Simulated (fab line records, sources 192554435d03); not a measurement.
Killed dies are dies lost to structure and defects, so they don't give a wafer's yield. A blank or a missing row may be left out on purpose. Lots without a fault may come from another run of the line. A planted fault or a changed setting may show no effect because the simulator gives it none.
Chamber matching | flow n5_finfet | N5_MOL_CONTACT_COAG_CMP_52 on cmp-03: 4 sister chambers
The step polishes, stops on SiO2, t overpolish 1.5 s, target thk 66.5 nm. 8 wafers are shown with their chamber, then 9 later ones without.

WAFERS WITH THEIR CHAMBER
wafer  | chamber | time_to_endpoint_s (s) | motor_current_A (A)
L075.5 | 3       | 16.4                   | 10.9
L081.5 | 2       | 8.9                    | 12.0
L082.2 | 1       | 12.9                   | 13.6
L082.3 | 3       | 15.0                   | 11.9
L082.6 | 0       | 7.1                    | 12.1
L083.3 | 0       | 9.0                    | 11.8
L083.4 | 1       | 13.8                   | 13.3
L083.5 | 2       | 13.2                   | 12.0

WAFERS WITHOUT THEIR CHAMBER
wafer  | time_to_endpoint_s (s) | motor_current_A (A)
L084.1 | 14.4                   | 11.2
L084.4 | 14.0                   | 13.8
L084.6 | 8.7                    | 11.6
L086.1 | 10.4                   | 12.5
L086.2 | 14.5                   | 13.9
L086.3 | 16.2                   | 11.5
L087.1 | 10.2                   | 11.5
L087.2 | 14.6                   | 10.7
L087.4 | 6.5                    | 11.8

WHICH CHAMBER EACH WENT THROUGH
wafer  | from the rows above          | in truth
L084.1 | can't be placed: 3 or 2      | 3
L084.4 | 1                            | 1
L084.6 | can't be placed: 0 or 2      | 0
L086.1 | can't be placed: 2 or 0 or 1 | 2
L086.2 | 1                            | 1
L086.3 | 3                            | 3
L087.1 | can't be placed: 2 or 0 or 3 | 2
L087.2 | 3                            | 3
L087.4 | can't be placed: 0 or 2      | 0
Placed correctly: 4 of 9. Can't be placed from these rows: 5 (the true chamber is among the candidates in 5). Placed wrongly: 0.
How it was worked out, from the rows above alone: a wafer's distance from a chamber is the root of the sum, over the readings, of the square of ((its reading less the chamber's mean) divided by the reading's scatter). The wafer belongs to the nearest chamber; if the next one is less than 2 further off, it can't be placed. A chamber's mean is the mean of its shown wafers. The scatter: the root of (the sum of the squares of (reading less its chamber's mean) over the shown wafers, divided by (wafers less chambers)).
